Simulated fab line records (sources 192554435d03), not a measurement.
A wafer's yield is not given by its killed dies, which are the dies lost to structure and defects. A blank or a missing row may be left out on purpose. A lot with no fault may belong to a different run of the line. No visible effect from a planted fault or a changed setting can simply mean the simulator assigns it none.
fab line records ; flow n5Finfet
[record] lots = 3; wafers = 9; lastDay = 17
route steps=1938 shown HKMG_FIN@401 BEOL_M4@1111 PASSIVATION@1936
lots with no fault: from the same line, run without faults
startH: hours from the record's opening day to when the first of the lot's shown wafers began ; waitH: hours since the lot's step before ; " as in the row above ; L1.1+2: a row that stands for several wafers ; - no value, or no start was given ; * or withheld: withheld ; < > ~ a bound
route shown NAME@n: names a module that has steps shown in the file, with the first one's number in the route ; usual: mean/standard deviation of fault-free wafers ; same: alike in all rows ; chamber/n: place in a boat ; sites: readings site by site ; _std_site: how widely they spread, as a standard deviation ; _edge_site: the outer-site mean with the inner-site mean subtracted ; radiusMm: how far each site lies from the wafer's centre ; mask NAME#n: copy n ; behind: tool/chamber where the wafer was last shaped ; hold: why the lot was held/for how many hours/how that ended ; device: whichever transistor did not switch (one of n, p or np) ; end of line: the route-end tests of the same wafers ; step lacking rows: just its recipe ; killed: dies lost to structure and defects at the first sort, not the wafer's yield ; map: a wafer's dies, marking killed ones x, the rest . and places with no die _
set.NAME: the setting the step ran with; set.NAME@STEP: the setting that earlier step ran with ; model.NAME: the simulator's own value behind a step, which no gauge read
certain route steps with their lots: each step a table, each wafer a row
services: when a tool's chamber went out of use (startH, in hours from the record's first day, below 0 if earlier), for how many hours, and the reason
[[steps]]
[step N5_HKMG_FIN_DESCUM_53]
[recipe] chemistry = O2; timeS = 7.9; sourcePowerW = 50; biasPowerW = 20; pressureMtorr = 20; rfFrequencyHz = 2.712e+07; tempC = 40; resist = CAR-ArF; o2FlowSccm = 225
[step N5_HKMG_FIN_ETCH_54]
[recipe] chemistry = CF4; target = SiARC; targetDepthA = 455; maskMaterial = CAR-ArF; timeS = 75.8; ionEnergyEv = 80; pressureMtorr = 40; sourceW = 545; biasW = 36; Ar_flow_sccm = 100; cf4FlowSccm = 100; ends = cleared
[step N5_HKMG_FIN_ETCH_55]
[recipe] chemistry = N2/H2; target = SOC; targetDepthA = 2400; tempC = 40; timeS = 300; ionEnergyEv = 200; maskMaterial = SiARC; pressureMtorr = 30; sourceW = 840; biasW = 150; n2FlowSccm = 200; h2FlowSccm = 200
[step N5_HKMG_FIN_STRIP_56]
[recipe] chemistry = N2/H2; tempC = 40; n2FlowSccm = 200; h2FlowSccm = 200; rfFrequencyHz = 6e+07
[step N5_HKMG_FIN_STRIP_57]
[recipe] chemistry = CF4; resist = SiARC; powerW = 300; biasPowerW = 75; pressureMtorr = 50; cf4FlowSccm = 150; rfFrequencyHz = 6e+07
[step N5_HKMG_FIN_ETCH_58]
[recipe] chemistry = N2/H2; target = SOC; targetDepthA = 2158; ionEnergyEv = 50; biasW = 13; timeS = 741; pressureMtorr = 30; sourceW = 875; n2FlowSccm = 200; h2FlowSccm = 200
[step N5_HKMG_FIN_STRIP_93]
[recipe] chemistry = N2/H2; material = SOC; timeS = 20; powerW = 500; tempC = 40; pressureMtorr = 50; rfFrequencyHz = 6e+07; biasPowerW = 8; h2Frac = 0.5; n2FlowSccm = 300; h2FlowSccm = 300
[step N5_HKMG_FIN_WET_ETCH_76]
[recipe] chemistry = dNH4OH; mix = 1:50; tempC = 25; target = Al2O3; stopOn = La2O3; targetDepthNm = 2.25; dry = ipaMarangoni; rinseTimeS = 30; rinseTempC = 23
[step N5_HKMG_FIN_STRIP_60]
[recipe] chemistry = N2/H2; powerW = 2500; tempC = 300; h2Frac = 0.65; timeS = 360; pressureMtorr = withheld; n2FlowSccm = 1750; h2FlowSccm = 3250
[step N5_HKMG_FIN_WET_ETCH_77]
[recipe] chemistry = dHCl; mix = 1:10000; tempC = 25; target = La2O3; stopOn = HfO2; targetDepthNm = 2
[step N5_HKMG_FIN_WET_ETCH_78]
[recipe] chemistry = dNH4OH; mix = 1:50; tempC = 25; target = Al2O3; stopOn = La2O3; targetDepthNm = 4.5; dry = ipaMarangoni; rinseTimeS = 30; rinseTempC = 23
[step N5_HKMG_FIN_ALD_79]
[recipe] material = TiN; targetThkA = 15; tempC = 400; aldPrecursorFamily = TiCl4; aldCoReactant = NH3; pulseTimeS = 1; purgeTimeS = 3; coReactantPurgeTimeS = 2; coReactantPulseTimeS = 2; aldCycles = 68; pressureTorr = 3
[step N5_HKMG_FIN_CVD_62]
[recipe] material = a-Si; targetThkA = 30; tempC = 500; precursor = Si2H6; pressureTorr = 1; timeS = 20.8
[usual] heaterPowerOuterW = 960/72; heaterPowerW = 1452/41
lot.wafer;tool;chamber;startH;waitH;heaterPowerOuterW;heaterPowerW;sinceWetCleanH;model.a-Si_of_HKMG_FIN_CVD_62.thkNm
L352.1;thermalCvdSi-02;1;117.24;0.2;1016;1487;901;3.2
L352.2;thermalCvdSi-02;2;117.24;0.2;937;1417;901;3.2
L352.4;thermalCvdSi-02;0;117.24;0.2;878;1407;-;3
L354.1;thermalCvdSi-02;2;128.28;0.2;944;1407;912;3.2
L354.2;thermalCvdSi-02;1;128.28;0.2;1006;1526;912;3
L354.3;thermalCvdSi-02;0;128.28;0.2;866;1417;912;3
L364.1;thermalCvdSi-02;0;189.30;0.2;847;1429;973;5.6
L364.4;thermalCvdSi-02;1;189.30;0.2;1028;1497;-;3.2
L364.6;thermalCvdSi-02;2;189.30;0.2;939;1447;-;3.2
[step N5_HKMG_FIN_RTA_80]
[recipe] tempC = withheld; timeS = 2; ambient = N2; idleTempC = 600; rampUpCPerS = 150; rampDownCPerS = 60; coolToC = 600
[step N5_HKMG_FIN_PRECLEAN_64]
[recipe] chemistry = dHF; timeS = 30; tempC = 25; dilution = withheld
[step N5_HKMG_FIN_WET_ETCH_65]
[recipe] chemistry = TMAH; tempC = 70; concWtPct = 5; target = a-Si; stopOn = TiN; timeS = 49; targetDepthNm = 3
[step N5_HKMG_FIN_WET_ETCH_81]
[recipe] chemistry = SC1; target = TiN; stopOn = HfO2; mix = 1:1:5; tempC = 60; timeS = 57; targetDepthNm = 6
[step N5_HKMG_FIN_WET_ETCH_82]
[recipe] chemistry = dHCl; mix = 1:10000; tempC = 25; target = La2O3; stopOn = HfO2; targetDepthNm = 2; dry = ipaMarangoni; rinseTimeS = 30; rinseTempC = 23
[step N5_HKMG_FIN_ALD_36]
[recipe] material = TiN; targetThkA = 10; tempC = 400; aldPrecursorFamily = TiCl4; aldCoReactant = NH3; pulseTimeS = 1; purgeTimeS = 3; coReactantPurgeTimeS = 2; coReactantPulseTimeS = 2; aldCycles = 47; pressureTorr = 3
[step N5_HKMG_FIN_PWFM_ALD_03]
[recipe] material = TiN; targetThkA = 20; tempC = 400; aldPrecursorFamily = TiCl4; aldCoReactant = NH3; pulseTimeS = 1; purgeTimeS = 3; coReactantPurgeTimeS = 2; coReactantPulseTimeS = 2; aldCycles = 91; pressureTorr = 3
[step N5_HKMG_FIN_COAT_29]
[recipe] resist = SOC; tempC = 250; timeS = 60; spinRpm = 1500; resistThkNm = 300
[step N5_HKMG_FIN_COAT_30]
[recipe] resist = SiARC; tempC = 220; timeS = 60; spinRpm = 1500; resistThkNm = 35
[step N5_HKMG_FIN_COAT_06]
[recipe] resist = CAR-ArF; spinRpm = 1500; resistThkNm = 90
[step N5_HKMG_FIN_EBR_08]
[recipe] solvent = PGMEA; ebrWidthMm = 1.5
[step N5_HKMG_FIN_SOFTBAKE_07]
[recipe] tempC = 110; timeS = 60; resist = CAR-ArF
[step N5_HKMG_FIN_EXPOSE_09]
[recipe] maskId = NWFM; na = 1.35; sourceShape = conventional; sigmaOuter = 0.8; polarization = unpolarized; doseMj = 39.25
[step N5_HKMG_FIN_PEB_10]
[recipe] pebTempC = withheld; pebTimeS = 60; resist = CAR-ArF
[step N5_HKMG_FIN_DEVELOP_11]
[recipe] developTimeS = 30; developer = TMAH; resist = CAR-ArF; devTempC = 23; rinseLiquid = diw; dry = airSpin
[step N5_HKMG_FIN_DESCUM_17]
[recipe] chemistry = O2; timeS = 7.9; sourcePowerW = 50; biasPowerW = 20; pressureMtorr = 20; rfFrequencyHz = 2.712e+07; tempC = 40; resist = CAR-ArF; o2FlowSccm = 225
[step N5_HKMG_FIN_ETCH_31]
[recipe] chemistry = CF4; target = SiARC; targetDepthA = 455; maskMaterial = CAR-ArF; timeS = 75.8; ionEnergyEv = 80; pressureMtorr = 40; sourceW = 545; biasW = 36; Ar_flow_sccm = 100; cf4FlowSccm = 100; ends = cleared
[step N5_HKMG_FIN_ETCH_32]
[recipe] chemistry = N2/H2; target = SOC; targetDepthA = 2400; tempC = 40; timeS = 300; ionEnergyEv = 200; maskMaterial = SiARC; pressureMtorr = 30; sourceW = 840; biasW = 150; n2FlowSccm = 200; h2FlowSccm = 200
[step N5_HKMG_FIN_STRIP_33]
[recipe] chemistry = N2/H2; tempC = 40; n2FlowSccm = 200; h2FlowSccm = 200; rfFrequencyHz = 6e+07
[step N5_HKMG_FIN_STRIP_34]
[recipe] chemistry = CF4; resist = SiARC; powerW = 300; biasPowerW = 75; pressureMtorr = 50; cf4FlowSccm = 150; rfFrequencyHz = 6e+07
[step N5_HKMG_FIN_ETCH_35]
[recipe] chemistry = N2/H2; target = SOC; targetDepthA = 2158; ionEnergyEv = 65; biasW = 5; sourceW = 3000; timeS = 243.4; pressureMtorr = 30; n2FlowSccm = 200; h2FlowSccm = 200
[step N5_HKMG_FIN_STRIP_92]
[recipe] chemistry = N2/H2; material = SOC; timeS = 20; powerW = 500; tempC = 40; pressureMtorr = 50; rfFrequencyHz = 6e+07; biasPowerW = 8; h2Frac = 0.5; n2FlowSccm = 300; h2FlowSccm = 300
[step N5_HKMG_FIN_WET_ETCH_18]
[recipe] chemistry = SC1; target = TiN; mix = 1:1:5; tempC = *; timeS = 55; targetDepthNm = 5.2; dry = ipaMarangoni; rinseTimeS = 30; rinseTempC = 23
[step N5_HKMG_FIN_STRIP_19]
[recipe] chemistry = N2/H2; powerW = 2500; tempC = 300; h2Frac = 0.65; timeS = 360; pressureMtorr = withheld; n2FlowSccm = 1750; h2FlowSccm = 3250
[step N5_HKMG_FIN_ALD_91]
[recipe] material = TiN; targetThkA = 10; tempC = 400; aldPrecursorFamily = TiCl4; aldCoReactant = NH3; pulseTimeS = 1; purgeTimeS = 3; coReactantPurgeTimeS = 2; coReactantPulseTimeS = 2; aldCycles = 47; pressureTorr = 3
[step N5_BEOL_M4_RC_MEAS_101]
[usual] DIBL_N = 36.0/1.8; DIBL_P = 36.3/2.4; EOT_P = 10.50/0.094; IGATE_P = 0.0035/0.00044; IOFF_N = 0.16/0.035; IOFF_N_85C = 3.0/0.57; IOFF_N_LIN = 0.072/0.013; IOFF_N_LONG = 5.42e-05/2.8e-06; IOFF_P = 0.21/0.036; IOFF_P_85C = 3.6/0.52; IOFF_P_LIN = 0.098/0.013; IOFF_P_LONG = 0.000101/8.2e-06; ION_N = 673/13; ION_P = 461/7.2; SS_N = 71.4/0.6; SS_P = 73.2/0.7; VT_N = 250/4; VT_N_LONG = 275.5/2.2; VT_N_LVT = 99/4; VT_P = -250.9/2.9; VT_P_LONG = -276.3/2.5; VT_P_LVT = -99.7/2.8
lot.wafer;tool;chamber;startH;waitH;DIBL_N[mV/V];DIBL_P[mV/V];EOT_P;IGATE_P[nA/um];IOFF_N[nA/um];IOFF_N_85C[nA/um];IOFF_N_LIN[nA/um];IOFF_N_LONG[nA/um];IOFF_P[nA/um];IOFF_P_85C[nA/um];IOFF_P_LIN[nA/um];IOFF_P_LONG[nA/um];ION_N[uA/um];ION_P[uA/um];SS_N[mV/dec];SS_P[mV/dec];VT_N[mV];VT_N_LONG[mV];VT_N_LVT[mV];VT_P[mV];VT_P_LONG[mV];VT_P_LVT[mV]
L352.1;prober-02;0;223.45;0.0;36.5;36.5;10.37;0.0041;0.18;3.3;0.078;5.32e-05;0.22;3.8;0.101;0.000107;682;465;71.7;73.0;247;277.2;97;-249.1;-275.7;-98.5
L352.2;prober-02;0;223.45;0.0;34.8;34.5;10.51;0.0032;0.13;2.6;0.060;5.12e-05;0.18;3.2;0.087;0.000104;667;460;70.7;73.4;255;277.4;103;-252.5;-274.4;-101.6
L352.4;prober-02;0;223.45;0.0;35.1;34.5;10.42;0.0041;0.14;2.7;0.063;5.21e-05;0.18;3.2;0.087;0.000104;673;459;70.9;72.8;253;278.7;103;-251.2;-275.5;-101.5
L354.1;prober-01;0;242.39;0.0;38.2;38.4;10.60;0.0031;0.20;3.8;0.092;5.99e-05;0.22;3.8;0.104;0.000101;697;467;72.0;73.7;246;270.8;93;-251.0;-273.8;-97.2
L354.2;prober-01;0;242.39;0.0;36.9;38.1;10.44;0.0033;0.19;3.6;0.087;5.78e-05;0.24;4.0;0.109;0.000103;697;472;71.1;73.3;244;273.9;93;-249.5;-273.3;-96.6
L354.3;prober-01;0;242.39;0.0;39.7;40.7;10.50;0.0034;0.24;4.5;0.103;5.88e-05;0.26;4.4;0.115;0.000104;690;463;73.6;74.4;244;272.1;91;-248.0;-276.0;-96.4
L364.1;prober-01;0;281.20;0.0;35.7;37.0;10.95;0.0006;0.00;0.0;0.000;3.21e-05;4.54;47.1;2.182;0.000781;215;570;71.3;73.9;474;490.6;320;-161.9;-209.9;-13.6
L364.4;prober-01;0;281.20;0.0;34.6;34.1;10.58;0.0031;0.12;2.4;0.055;5.22e-05;0.16;2.9;0.082;9.2e-05;641;444;71.3;73.0;258;275.6;106;-252.7;-278.2;-101.9
L364.6;prober-01;0;281.20;0.0;37.2;37.5;10.45;0.0037;0.17;3.2;0.076;5.19e-05;0.23;3.8;0.105;9e-05;680;468;71.4;73.7;249;277.8;100;-247.9;-275.8;-98.2
[step N5_PASSIVATION_PROBE_49]
[usual] defectLimitedYield = 91.2/1.4; killed_at_M0_to_M3 = 35/11; killed_at_M4_up = 14/5.6; killedAtContacts = 12/5.6; killedAtFrontEnd = 38/11; killedAtOther = 4/3.4; killedDies = 103/17; killedOpen = 68/12; killedShort = 33/8.8; sort_bin_4_leakage = 0.00/0.007; sort_bin_5_function = 5.1/0.89; sort_bin_6_memory = 3.3/0.71; sortNPass = 1077/17; sortYieldPct = 91.2/1.4
[same] grossDies = 1180; killedAtBackSide = 0; sort_bin_8_speed[%] = 0
lot.wafer;tool;chamber;startH;waitH;defectLimitedYield[%];killed_at_M0_to_M3;killed_at_M4_up;killedAtContacts;killedAtFrontEnd;killedAtOther;killedDies;killedOpen;killedShort;sort_bin_4_leakage[%];sort_bin_5_function[%];sort_bin_6_memory[%];sortNPass;sortYieldPct[%]
L352.1;prober-02;-;334.67;0.0;91.0;36;19;16;35;0;106;70;31;0;5.2;3.5;1074;91.0
L352.2;prober-02;-;334.72;0.1;92.4;33;11;8;33;5;90;57;29;0;4.4;2.9;1090;92.4
L352.4;prober-02;-;334.82;0.2;92.1;19;16;12;40;6;93;61;30;0;4.8;3.0;1087;92.1
L354.2;prober-02;-;347.06;0.1;92.3;31;9;3;39;9;91;58;33;0;3.8;3.6;1089;92.3
L354.3;prober-02;-;347.11;0.1;90.9;23;11;14;51;8;107;60;46;0;4.9;3.7;1073;90.9
L364.1;prober-01;-;395.72;0.0;91.7;40;22;12;24;0;98;69;27;91.69;5.3;2.7;0;0
L364.4;prober-01;-;395.87;0.2;91.9;36;25;9;22;4;96;67;27;0;5.2;2.5;1084;91.9
L364.6;prober-01;-;395.97;0.3;92.1;30;14;14;35;0;93;62;31;0;5.4;2.2;1087;92.1
// killed by level:class
L352.1 MOL_CONTACT_COAG:geometricParticle:open=13 BEOL_M2:geometricParticle:open=13 STI_FIN_REVEAL:geometricParticle:open=8 FIN_SAQP:geometricParticle:open=6 BEOL_M1:geometricParticle:open=6 BEOL_M4:geometricParticle:open=6 BEOL_M0_SAQP:geometricParticle:short=5 BEOL_M4:geometricParticle:short=5
L352.2 BEOL_M1:geometricParticle:open=12 MOL_CONTACT_COAG:geometricParticle:open=7 STI_FIN_REVEAL:geometricParticle:open=6 DUMMY_GATE:geometricParticle:open=5 GATE_CUT:geometricParticle:open=5 BEOL_M3:geometricParticle:open=5 BEOL_M0_SAQP:geometricParticle:short=4 BEOL_M0_SAQP:geometricParticle:open=4
L352.4 STI_FIN_REVEAL:geometricParticle:open=12 FIN_SAQP:geometricParticle:open=9 BEOL_M4:geometricParticle:open=9 MOL_CONTACT_COAG:geometricParticle:open=7 MOL_CONTACT_COAG:geometricParticle:short=5 BEOL_M3:geometricParticle:open=4 FIN_SAQP:geometricParticle:short=3 BEOL_M0_SAQP:geometricParticle:short=3
L354.2 FIN_SAQP:geometricParticle:short=9 STI_FIN_REVEAL:geometricParticle:open=8 BEOL_M3:geometricParticle:open=8 FIN_SAQP:geometricParticle:open=7 BEOL_M3:geometricParticle:short=6 BEOL_M0_SAQP:geometricParticle:open=4 DUMMY_GATE:geometricParticle:open=4 BEOL_M1:geometricParticle:open=4
L354.3 FIN_SAQP:geometricParticle:short=16 FIN_SAQP:geometricParticle:open=13 MOL_CONTACT_COAG:geometricParticle:open=11 BEOL_M3:geometricParticle:open=6 STI_FIN_REVEAL:geometricParticle:open=6 BEOL_M1:geometricParticle:open=5 BEOL_M3:geometricParticle:short=5 DUMMY_GATE:geometricParticle:open=4
L364.1 BEOL_M4:geometricParticle:open=11 BEOL_M1:geometricParticle:open=9 BEOL_M3:geometricParticle:open=9 MOL_CONTACT_COAG:geometricParticle:open=8 STI_FIN_REVEAL:geometricParticle:open=7 BEOL_M0_SAQP:geometricParticle:open=7 BEOL_M0_SAQP:geometricParticle:short=5 FIN_SAQP:geometricParticle:open=4
L364.4 BEOL_M4:geometricParticle:open=18 BEOL_M0_SAQP:geometricParticle:open=11 BEOL_M0_SAQP:geometricParticle:short=9 MOL_CONTACT_COAG:geometricParticle:open=7 GATE_CUT:geometricParticle:short=5 STI_FIN_REVEAL:geometricParticle:open=4 BEOL_M0:geometricParticle:open=4 BEOL_M2:geometricParticle:open=4
L364.6 MOL_CONTACT_COAG:geometricParticle:open=12 BEOL_M3:geometricParticle:open=10 BEOL_M4:geometricParticle:open=9 STI_FIN_REVEAL:geometricParticle:open=7 BEOL_M0_SAQP:geometricParticle:short=7 FIN_SAQP:geometricParticle:open=5 DUMMY_GATE:geometricParticle:open=5 BEOL_M2:geometricParticle:short=5
// map L364.1 (x killed, . not)
_________________....x.......________________
______________.......x.x........_____________
___________........................__________
__________......x....x.x............_________
________...x......................x..._______
_______x.......x..xx..x.x............x.______
______...........................x......_____
_____.....................x.x...........x____
____......x..................x......x.....___
___.........x..............................__
___.................x............x....x....__
__..x.........x.......x....................._
__..x...x...................x..............._
_.......x............x......x...x.x..........
_..........x...x............................x
_....................x....xx.x...............
_.x..x....................x..................
_....x.....x.....x...........................
_.............x.x.....x.....x..x..x..........
_...............x..........x.............x...
_...x..........................x.............
__..xx............................xx..x....._
__.........................................._
___..............xx...................x....__
___..........x................x......x.....__
____.x................x...................___
_____.............x............x...x.....____
______....................x.......x..x.x_____
_______............x.............x.....______
________x.x...........x.....x.x....x.._______
__________.......................x.._________
___________.x............x.........__________
______________.x..x..x..x......._____________
_________________x....x......________________
// map L352.1 (x killed, . not)
_________________.x.......x..________________
______________.................._____________
___________.......................x__________
__________.........................._________
________.....x...x...................._______
_______...x............xx.......x......______
______.....xxx...........x...x.........._____
_____............x....x.....x............____
____.x........x...................x.......___
___.xx...........................x....x....__
___..............x.....xx...x..............__
__.....................xxx.................._
__.x.......x.................x.............._
_.xx..x...........................x.x.x......
_..............xx....x.......x........x......
_..................................x.........
_..............x..............x...........x.x
_................................xx.x.......x
_...x...........x.x............x.......x.x...
_................x..........x.......x......x.
_.......x.x.x.......x......x.x.........x.....
__...........................x....x....xx..._
__.......................x...x......x......._
___..x..............xx.x...........x..x....__
___........................x.x.............__
____..............x..x..x................x___
_____...............x....................____
______........x.......x........x..x.xx.._____
_______...x........x...................______
________...x........x................._______
__________.....x...............x...._________
___________.........x..............__________
______________..............xx.._____________
_________________............________________
[[services]]
tool;chamber;startH;hours;kind
thermalCvdSi-02;-;179.39;6.0;pm
[[key]]
[firstSign] step = N5_BEOL_M4_RC_MEAS_101; reading = IOFF_P_LIN; direction = up; sigmas = 99+; usual = 0.098; struck = 2.182
[effect] step = N5_BEOL_M4_RC_MEAS_101; reading = IOFF_P; direction = up; sigmas = 99+; usual = 0.21; struck = 4.54
[effect] step = N5_BEOL_M4_RC_MEAS_101; reading = VT_N_LONG; direction = up; sigmas = 99+; usual = 275.5; struck = 490.6
[effect] step = N5_BEOL_M4_RC_MEAS_101; reading = IOFF_P_85C; direction = up; sigmas = 83; usual = 3.6; struck = 47.1
[effect] step = N5_BEOL_M4_RC_MEAS_101; reading = IOFF_P_LONG; direction = up; sigmas = 83; usual = 0.000101; struck = 0.000781
[effect] step = N5_BEOL_M4_RC_MEAS_101; reading = VT_N; direction = up; sigmas = 56; usual = 250; struck = 474
[effect] step = N5_BEOL_M4_RC_MEAS_101; reading = VT_N_LVT; direction = up; sigmas = 55; usual = 99; struck = 320
[effect] step = N5_BEOL_M4_RC_MEAS_101; reading = ION_N; direction = down; sigmas = 35; usual = 673; struck = 215
[effect] step = N5_BEOL_M4_RC_MEAS_101; reading = VT_P_LVT; direction = up; sigmas = 31; usual = -99.7; struck = -13.6
[effect] step = N5_BEOL_M4_RC_MEAS_101; reading = VT_P; direction = up; sigmas = 31; usual = -250.9; struck = -161.9
[effect] step = N5_BEOL_M4_RC_MEAS_101; reading = VT_P_LONG; direction = up; sigmas = 27; usual = -276.3; struck = -209.9
[effect] step = N5_BEOL_M4_RC_MEAS_101; reading = ION_P; direction = up; sigmas = 15; usual = 461; struck = 570
[effect] step = N5_PASSIVATION_PROBE_49; reading = sort_bin_4_leakage; direction = up; sigmas = 99+; usual = 0.00; struck = 91.69
[modelEffect] step = N5_HKMG_FIN_CVD_62; value = a-Si_of_HKMG_FIN_CVD_62.thkNm; without = 3; struck = 5.6
metAt N5_HKMG_FIN_CVD_62
struckWafers L364.1
onsetBetween 128.28 189.30
[fault] kind = processParameterDrift; tool = thermalCvdSi-02; chamber = -; onsetH = 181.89; steps = N5_HKMG_FIN_CVD_62; channel = timeS; offset = *; shape = step; endH = 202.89; scope = struckWafersOnly; stated = *
